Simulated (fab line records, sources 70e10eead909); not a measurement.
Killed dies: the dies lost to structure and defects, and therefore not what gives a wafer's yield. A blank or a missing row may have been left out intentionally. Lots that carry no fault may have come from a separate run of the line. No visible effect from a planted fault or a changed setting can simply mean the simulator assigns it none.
A struck lot beside a sound one | flow nand harc | 12 out of 1159 route steps
Sound: these wafers, L802.2, L802.5, L802.6. Struck: wafer L816.3. (L816.1 of the same lot was not struck and is left out.) The cause comes at the end.
For every step that has rows: the tool of each side, followed by ch and its chambers, followed by its first start. Under that, the readings that differ: sound wafers | struck wafers | difference of the means | sigmas: that difference in standard deviations of wafers without a fault.
alike: same words and numbers on both sides, and readings whose means sit less than 2 such deviations apart. not compared: any withheld reading, any reading some wafer has no value for, any bound like >300 that may hide the same value, and any number with overlapping values for which the record gives no deviation.
Wherever a step has rows on one side only, a row that says differs or no value, or a row with sigmas, the two part there. Numbers that don't overlap but have no deviation are shown without sigmas and don't part them. A reading missing from all wafers of one side parts the sides only when that side holds two or more wafers.

NHARC_A_WL_FILL_INSPECT_15:
  struck on defect inspect-01, day 20 03:47; sound on defect inspect-02, day 16 14:16
  alike: raw defect count
NHARC_A_CONTACT_DEP_24: deposits SiO2, target thk 500 nm.
  sound on pecvd-03 ch 0,2, day 16 14:20; struck on pecvd-03 ch 1, day 20 03:50
  reading                | sound          | struck | difference | sigmas
  throttle valve pct (%) | 16.0 16.2 16.6 | 14.9   | -1.4       | -2
  alike: heater power w
NHARC_A_CONTACT_DEP_28: deposits aC, target thk 3600 nm.
  sound on acl dep-02 ch 0, day 16 17:43; struck on acl dep-03 ch 0, day 20 04:27
  alike: throttle valve pct
NHARC_A_CONTACT_DEP_29: deposits SiON, target thk 70 nm.
  sound on pecvd-03 ch 0,1, day 16 19:35; struck on pecvd-02 ch 2, day 20 06:41
  alike: heater power w
then, 5 steps without rows for these wafers: NHARC_A_CONTACT_DEHYDRATE_32 (time 120 s); NHARC_A_CONTACT_HMDS_33 (time 30 s); NHARC_A_CONTACT_COAT_34 (time 75 s); NHARC_A_CONTACT_COAT_35 (time 65 s); NHARC_A_CONTACT_COAT_36 (resist thk 90 nm).
NHARC_A_CONTACT_SOFTBAKE_37: time 55 s.
  sound on litho track-06 ch 0, day 16 19:00; struck on litho track-01 ch 0, day 20 06:00
  reading                  | sound                | struck | difference | sigmas
  heater power total W (W) | 188.41 188.35 188.57 | 245.06 | +56.62     | +99 or more
then, 2 steps without rows for these wafers: NHARC_A_CONTACT_EBR_38; NHARC_END_SORT_01.

WHERE THEY PART
Last at NHARC_A_CONTACT_SOFTBAKE_37 as far as this record goes, first at NHARC_A_CONTACT_DEP_24.

WHY: the cause the simulator had injected
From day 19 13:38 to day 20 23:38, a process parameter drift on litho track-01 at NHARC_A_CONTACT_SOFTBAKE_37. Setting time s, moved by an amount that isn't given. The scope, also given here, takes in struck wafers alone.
